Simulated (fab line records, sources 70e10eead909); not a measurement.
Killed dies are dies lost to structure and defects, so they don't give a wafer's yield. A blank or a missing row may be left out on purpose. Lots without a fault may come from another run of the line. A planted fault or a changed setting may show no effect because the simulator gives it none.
Chamber matching | flow nand_harc | NHARC_A_M1_PRE_CLEAN_32 on pecvd-04: 3 sister chambers
The step time 12 s. 14 wafers are shown with their chamber, then 7 later ones without.

WAFERS WITH THEIR CHAMBER
wafer  | chamber | heater_power_w (W) | susceptor_temp_C (C)
L801.4 | 2       | 737                | 369.47
L801.5 | 0       | 757                | 369.90
L801.6 | 1       | 534                | 370.06
L802.2 | 2       | 728                | 369.99
L802.4 | 2       | 725                | 369.72
L802.6 | 0       | 806                | 370.17
L805.2 | 1       | 607                | 369.80
L805.3 | 0       | 812                | 369.80
L805.4 | 2       | 720                | 370.32
L810.1 | 2       | 673                | 370.05
L810.2 | 0       | 797                | 369.64
L810.5 | 0       | 795                | 369.84
L822.1 | 0       | 767                | 369.88
L822.2 | 1       | 567                | 369.93

SIGNATURES (means of the wafers above)
reading          | chamber 0 | chamber 1 | chamber 2 | scatter within a chamber
heater_power_w   | 789.00    | 569.33    | 716.60    | 26.3
susceptor_temp_C | 369.8717  | 369.9300  | 369.9100  | 0.235
Rule: a wafer's distance from a chamber is the root of the sum, over the readings, of the square of ((its reading less the chamber's mean) divided by the reading's scatter). The wafer belongs to the nearest chamber; if the next one is less than 2 further off, it can't be placed. The scatter: the root of (the sum of the squares of (reading less its chamber's mean) over the shown wafers, divided by (wafers less chambers)).

WAFERS WITHOUT THEIR CHAMBER
wafer  | heater_power_w (W) | susceptor_temp_C (C)
L822.3 | 704                | 370.04
L823.2 | 624                | 370.20
L823.5 | 653                | 370.38
L823.6 | 629                | 369.96
L824.1 | 712                | 369.98
L824.3 | 657                | 369.95
L824.5 | 526                | 369.85

WHICH CHAMBER EACH WENT THROUGH
wafer  | from the rows above     | in truth
L822.3 | 2                       | 2
L823.2 | can't be placed: 1 or 2 | 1
L823.5 | can't be placed: 2 or 1 | 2
L823.6 | can't be placed: 1 or 2 | 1
L824.1 | 2                       | 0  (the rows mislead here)
L824.3 | can't be placed: 2 or 1 | 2
L824.5 | 1                       | 1
Placed correctly: 2 of 7. Can't be placed from these rows: 4 (the true chamber is among the candidates in 4). Placed wrongly: 1.
